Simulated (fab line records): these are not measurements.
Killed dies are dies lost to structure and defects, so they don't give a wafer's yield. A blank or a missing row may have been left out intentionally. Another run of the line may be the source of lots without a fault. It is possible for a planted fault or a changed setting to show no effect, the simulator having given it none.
Chamber matching ; flow n5_finfet ; 3 sister chambers for N5_BEOL_M3_DEP_57 on pecvd-03
The step deposits SiCN from 3MS/NH3, target thk 8 nm, time 14 s. 3 wafers are shown with their chamber, then 12 later ones without.

== WAFERS WITH THEIR CHAMBER ==
wafer;chamber;throttle_valve_pct (%)
L090.6;0;8.9
L093.1;1;9.5
L093.6;2;9.2

== WAFERS WITHOUT THEIR CHAMBER ==
wafer;throttle_valve_pct (%)
L091.2;9.2
L091.3;9.3
L091.6;9.1
L094.1;9.1
L094.2;9.5
L094.5;9.0
L096.4;9.1
L096.5;8.7
L096.6;9.4
L097.1;9.4
L097.3;9.2
L097.4;8.9

== WHICH CHAMBER EACH WENT THROUGH ==
wafer;from the rows above;in truth
L091.2;2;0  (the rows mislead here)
L091.3;can't be placed: 2 or 1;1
L091.6;can't be placed: 2 or 0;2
L094.1;can't be placed: 2 or 0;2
L094.2;1;1
L094.5;can't be placed: 0 or 2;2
L096.4;can't be placed: 2 or 0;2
L096.5;0;0
L096.6;can't be placed: 1 or 2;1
L097.1;can't be placed: 1 or 2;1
L097.3;2;2
L097.4;0;0
Placed correctly: 4 of 12. Can't be placed from these rows: 7 (the true chamber is among the candidates in 7). 1 placed wrongly.
How it was worked out, from the rows above alone: a wafer's distance from a chamber is the root of the sum, over the readings, of the square of ((its reading less the chamber's mean) divided by the reading's scatter). If the next closest chamber is less than 2 further off than the closest, the wafer can't be placed; otherwise it belongs to the closest. A chamber's mean is the mean of its shown wafers. The scatter: with one shown wafer a chamber, the root of the mean of the squares of how far each hidden wafer lies from its nearest shown one.
